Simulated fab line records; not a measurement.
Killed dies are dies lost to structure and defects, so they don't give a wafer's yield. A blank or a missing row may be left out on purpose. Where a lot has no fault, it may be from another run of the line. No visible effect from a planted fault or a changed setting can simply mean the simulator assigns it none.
Split-lot trial    flow n5_finfet    route with 1938 steps; 7 lots, 21 wafers read

## ON THE SPLIT
At N5_BEOL_M12_CMP_49 (polishes, stops on SiOC, t overpolish 20.6 s, target thk 320 nm), the setting down_force_psi was moved away from the recipe's 1 psi on 5 of the 21 wafers read, by +8.4% to +21.6%. This setting was run at the recipe's value on the other wafers.

Reading taken at the split's own step.

## THE READING
barrier_field_endpoint_s, in s, at N5_BEOL_M12_CMP_49 (polishes, stops on SiOC, t overpolish 20.6 s, target thk 320 nm). Typical for fault-free wafers on this fab line: 30.3 s, with standard deviation 0.88 s.

wafer   tool, chamber at the split  down_force_psi as run, psi  against the recipe  barrier_field_endpoint_s, s  against lot-mates on the recipe
L081.2  cmp-01, 0                   1                           recipe              28.4                         -
L081.5  cmp-01, 2                   1                           recipe              28.5                         -
L081.6  cmp-01, 3                   1.113                       +11.3%              25.8                         -2.6
L085.2  cmp-04, 2                   1                           recipe              30.9                         -
L085.1  cmp-04, 0                   1                           recipe              31.0                         -
L085.6  cmp-04, 3                   1                           recipe              29.8                         -
L083.4  cmp-04, 3                   1                           recipe              29.7                         -
L083.2  cmp-04, 1                   1.115                       +11.5%              25.6                         -4.1
L083.5  cmp-04, 3                   1.115                       +11.5%              26.8                         -2.9
L089.3  cmp-03, 2                   1                           recipe              29.5                         -
L089.5  cmp-03, 1                   1.084                       +8.4%               27.4                         -2.1
L089.6  cmp-03, 2                   1                           recipe              29.5                         -
L086.3  cmp-03, 1                   1                           recipe              29.3                         -
L086.6  cmp-03, 2                   1                           recipe              29.9                         -
L086.5  cmp-03, 3                   1                           recipe              31.3                         -
L090.4  cmp-04, 1                   1                           recipe              30.0                         -
L090.2  cmp-04, 0                   1.216                       +21.6%              24.5                         -5.3
L090.6  cmp-04, 1                   1                           recipe              29.6                         -
L096.3  cmp-03, 0                   1                           recipe              30.3                         -
L096.2  cmp-03, 1                   1                           recipe              30.4                         -
L096.5  cmp-03, 3                   1                           recipe              32.3                         -

FIT RESULTS
A straight line over all 21 wafers: barrier_field_endpoint_s changes by -0.295 s for each +1% of down_force_psi; r = -0.88; the points scatter about the line by 0.97 s.
The same after taking each lot's own level away (the mean of its wafers on the recipe; 21 wafers): -0.26 s for each +1%; r = -0.94; scatter 0.61 s.
Per that fit: largest down_force_psi move, reading shift of 5.6 s.
Across the lots, their own levels run from 28.45 to 31.00 s, a range of 2.9 times the standard deviation given above.
So the slope is not independent of the lot-to-lot level: the two fits are not the same.
Check: -5.98 s against its lot-mates is what the line predicts for one of the wafers moved furthest among these (+21.6%) when that wafer is left out of the fit. Against them it came out at -5.3 s.
Tool readings at the split's step, against how far the setting was moved: barrier_field_endpoint_s r = -0.88.

## OTHER SPLITS ON THESE WAFERS
These wafers also went through other splits before the reading. Each is held against what the fit with the lots' levels taken away leaves over:
other split on the same wafers  wafers away from the commonest value  r with barrier_field_endpoint_s (lot level and that fit taken away)
N5_BEOL_M11_EXPOSE_08 dose_mj   6                                     -0.16

## FILE'S OWN FIT
barrier_field_endpoint_s changes by -0.252 s for each +1% of down_force_psi, r = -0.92.
